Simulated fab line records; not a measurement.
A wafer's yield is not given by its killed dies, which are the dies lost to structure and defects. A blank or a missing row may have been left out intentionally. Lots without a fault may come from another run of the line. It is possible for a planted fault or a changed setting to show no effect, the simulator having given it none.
Matching of chambers    flow n5Finfet    N5_BEOL_M0_SAQP_MANDREL2_REMOVE_110 on rieSi-02: 4 sister chambers
The step chemistry HBr/Cl2/O2, target a-Si, stops on SiCN, bt time 10 s. 4 wafers are shown with their chamber, then 8 later ones without.

== WAFERS, EACH WITH ITS CHAMBER ==
wafer   chamber  drypumpMotorCurrentA (A)
L080.5  0        6.4
L085.4  2        5.9
L085.5  1        6.0
L088.2  3        6.2

== WAFERS WITH NO CHAMBER GIVEN ==
wafer   drypumpMotorCurrentA (A)
L088.3  6.1
L088.4  6.4
L090.1  6.2
L090.3  6.1
L090.4  5.9
L096.3  5.9
L096.4  6.5
L096.5  5.9

== CHAMBER TAKEN BY EACH ==
wafer   from the rows above           in truth
L088.3  can't be placed: 1 or 3 or 2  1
L088.4  0                             0
L090.1  3                             3
L090.3  can't be placed: 1 or 3 or 2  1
L090.4  can't be placed: 2 or 1       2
L096.3  can't be placed: 2 or 1       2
L096.4  0                             0
L096.5  can't be placed: 2 or 1       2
Correct placement for 3 of the 8. Cannot be placed on the basis of these rows: 5; the candidates contain the true chamber in 5. Placed wrongly: 0.
How it was worked out, from the rows above alone: a wafer's distance from a chamber is the root of the sum, over the readings, of the square of ((its reading less the chamber's mean) divided by the reading's scatter). If the next closest chamber is less than 2 further off than the closest, the wafer can't be placed; otherwise it belongs to the closest. The mean given for a chamber averages the wafers shown for that chamber. The scatter (one wafer shown for each chamber): square how far every hidden wafer sits from the nearest shown wafer, average those squares and take the square root.
